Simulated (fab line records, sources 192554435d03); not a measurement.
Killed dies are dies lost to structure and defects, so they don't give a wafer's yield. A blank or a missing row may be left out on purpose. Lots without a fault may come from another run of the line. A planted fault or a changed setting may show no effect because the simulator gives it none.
A struck lot beside a sound one | flow n5_finfet | 19 steps out of a route of 1938
Sound: wafers L993.2, L993.5, L993.6. Struck: wafers L998.2, L998.3. (L998.5 of the same lot was not struck and is left out.) The cause comes at the end.
At each step with rows: each side's tool, then ch and its chambers, then its first start. Under that, the readings that differ: sound wafers | struck wafers | difference of the means | sigmas: that difference in standard deviations of wafers without a fault.
alike: readings whose means differ by less than 2 such deviations, and words and numbers that are the same on both sides. not compared: withheld readings, readings that some wafer has no value for, bounds like >300 that may hide the same value, and numbers for which the record gives no deviation and whose values overlap.
The two part at a step that has a row with sigmas, a row that says differs or no value, or rows on one side only. Numbers that don't overlap but have no deviation are shown without sigmas and don't part them. A reading that every wafer of one side lacks parts them only if that side has two wafers or more.

first, 2 steps without rows for these wafers: N5_BEOL_M12_ETCH_68 (etches SOC in N2/H2, time 285 s); N5_BEOL_M12_STRIP_69 (strips in N2/H2).
N5_BEOL_M12_TRENCH_ETCH_34: etches SiOC in C4F8/O2/Ar, target depth 318.95 nm, time 125.5 s.
  sound on rie_diel-04 ch 0,1,3, day 12 06:28; struck on rie_diel-01 ch 0,1, day 13 06:33
  alike: C4F8_flow_sccm, O2_flow_sccm, drypump_motor_current_A, oes_product_au, rf_fwd_power_W, rf_vpp_V, showerhead_plenum_p_Torr, throttle_valve_pct
  not compared: rf_hours_counter_h
then, 1 step without rows for these wafers: N5_BEOL_M12_STRIP_70 (strips in C4F8/O2/Ar).
N5_BEOL_M12_OCD_MEAS_35:
  sound on ocd-01, day 12 06:37; struck on ocd-02, day 13 06:43
  alike: trench_depth_nm
N5_BEOL_M12_STRIP_37: strips in N2/H2.
  sound on plasma_asher-01 ch 0,1, day 12 06:39; struck on plasma_asher-02 ch 0,1, day 13 06:44
  alike: drypump_motor_current_A, heater_power_w, oes_product_au
  not compared: rf_hours_counter_h
then, 3 steps without rows for these wafers: N5_BEOL_M12_ETCH_38 (etches SiCN in CF4/N2, target depth 68.7 nm, time 73.4 s); N5_BEOL_M12_PRECLEAN_39 (cleans in residue remover, time 60 s); N5_BEOL_M12_SRD_40 (time 30 s, dry time 30 s).
N5_BEOL_M12_DEGAS_41: time 60 s.
  sound on pvd_sputter-03, day 12 09:17; struck on pvd_sputter-01, day 13 07:01
  alike: heater_power_w
N5_BEOL_M12_PRE_CLEAN_42: time 30 s.
  sound on pvd_sputter-03, day 12 09:19; struck on pvd_sputter-01, day 13 07:04
  alike: heater_power_w
N5_BEOL_M12_SPUTTER_43: material TaN, target thk 15 nm, time 24.19 s.
  sound on pvd_sputter-03, day 12 09:22; struck on pvd_sputter-01, day 13 07:06
  alike: throttle_valve_pct
N5_BEOL_M12_SPUTTER_44: material Ta, target thk 10 nm, time 16.13 s.
  sound on pvd_sputter-03, day 12 09:26; struck on pvd_sputter-01, day 13 07:11
  reading                                     | sound          | struck | difference | sigmas
  model.Ta_of_BEOL_M12_SPUTTER_44.thk_nm (nm) | 10.2 10.2 10.2 | 7 7    | -3         |
  alike: throttle_valve_pct
then, 3 steps without rows for these wafers: N5_BEOL_M12_SPUTTER_45 (material Cu, target thk 80 nm, time 13.33 s); N5_BEOL_M12_ECD_47 (material Cu, target thk 720 nm); N5_BEOL_M12_ANNEAL_48 (time 90 s).
N5_BEOL_M12_CMP_49: polishes, stops on SiOC, t overpolish 20.6 s, target thk 320 nm.
  sound on cmp-02 ch 0,3, day 12 10:07; struck on cmp-04 ch 0,3, day 13 07:51
  reading                      | sound             | struck      | difference | sigmas
  barrier_field_endpoint_s (s) | 29.6 30.0 30.5    | 25.5 26.4   | -4.1       | -5
  edge_zone_pressure_frac      | 1.006 1.002 1.013 | 1.000 0.991 | -0.011     | -2
  alike: head_pressure_psi, motor_current_A
N5_BEOL_M12_THK_MEAS_50: measures by xrf.
  sound on film_metro-01, day 12 10:23; struck on film_metro-01, day 13 08:08
  alike: M12_THK
N5_PASSIVATION_PROBE_49:
  the record has rows for the sound wafers here (prober-02, day 13 21:01) and none for the struck ones

WHERE THEY PART
First at N5_BEOL_M12_CMP_49; last, within this record, at N5_PASSIVATION_PROBE_49.

WHY: what the simulator had put in
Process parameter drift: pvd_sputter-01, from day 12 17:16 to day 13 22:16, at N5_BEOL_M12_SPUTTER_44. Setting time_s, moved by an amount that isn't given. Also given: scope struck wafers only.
